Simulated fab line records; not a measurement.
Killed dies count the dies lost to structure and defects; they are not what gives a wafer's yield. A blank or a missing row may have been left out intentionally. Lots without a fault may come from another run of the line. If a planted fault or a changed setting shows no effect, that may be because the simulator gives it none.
Chamber matching -- flow n5_finfet -- rie_diel-01 running N5_BEOL_M2_STRIP_36: 4 sister chambers
The step strips in N2/H2. 20 wafers are shown with their chamber, then 10 later ones without.

== EACH WAFER AND ITS CHAMBER ==
wafer,chamber,drypump_motor_current_A (A),showerhead_plenum_p_Torr (Torr),throttle_valve_pct (%)
L075.1,3,5.8,2.60,23.40
L075.2,1,4.9,2.49,23.38
L075.4,1,4.9,2.49,23.35
L078.1,1,4.8,2.49,23.42
L078.2,0,5.4,2.61,23.92
L078.3,2,5.5,2.53,23.51
L087.3,3,5.8,2.59,23.46
L087.5,2,5.5,2.52,23.56
L087.6,1,4.9,2.48,23.42
L088.1,2,5.5,2.52,23.54
L088.2,0,5.4,2.60,23.96
L088.3,3,5.8,2.59,23.46
L088.4,1,4.9,2.48,23.41
L088.5,0,5.3,2.60,23.95
L088.6,3,5.8,2.59,23.49
L089.1,0,5.4,2.60,23.94
L089.3,2,5.5,2.52,23.52
L089.6,2,5.5,2.52,23.56
L091.1,3,5.8,2.59,23.46
L091.2,0,5.4,2.60,23.98

SIGNATURES, as means of the wafers listed above
reading,chamber 0,chamber 1,chamber 2,chamber 3,scatter within a chamber
drypump_motor_current_A,5.380,4.880,5.500,5.800,0.0316
showerhead_plenum_p_Torr,2.6020,2.4860,2.5220,2.5920,0.00474
throttle_valve_pct,23.9500,23.3960,23.5380,23.4540,0.0275
Rule: for each reading, subtract the chamber's mean from the wafer's reading, divide by that reading's scatter and square the result; add these up over the readings and take the root, which gives the wafer's distance from the chamber. If the next closest chamber is less than 2 further off than the closest, the wafer can't be placed; otherwise it belongs to the closest. The scatter: the root of (the sum of the squares of (reading less its chamber's mean) over the shown wafers, divided by (wafers less chambers)).

== WAFERS WHOSE CHAMBER IS MISSING ==
wafer,drypump_motor_current_A (A),showerhead_plenum_p_Torr (Torr),throttle_valve_pct (%)
L091.3,5.5,2.52,23.53
L091.4,4.9,2.48,23.44
L091.5,5.4,2.60,23.95
L091.6,5.8,2.59,23.48
L093.1,5.8,2.58,23.50
L093.2,5.5,2.51,23.55
L093.4,4.9,2.47,23.44
L096.2,5.5,2.51,23.55
L096.4,5.3,2.60,23.99
L096.6,5.5,2.51,23.54

== THE CHAMBER EACH PASSED THROUGH ==
wafer,from the rows above,in truth
L091.3,2,2
L091.4,1,1
L091.5,0,0
L091.6,3,3
L093.1,3,3
L093.2,2,2
L093.4,1,1
L096.2,2,2
L096.4,0,0
L096.6,2,2
Correctly placed: 10 of 10. From these rows, 0 cannot be placed. Number placed wrongly: 0.
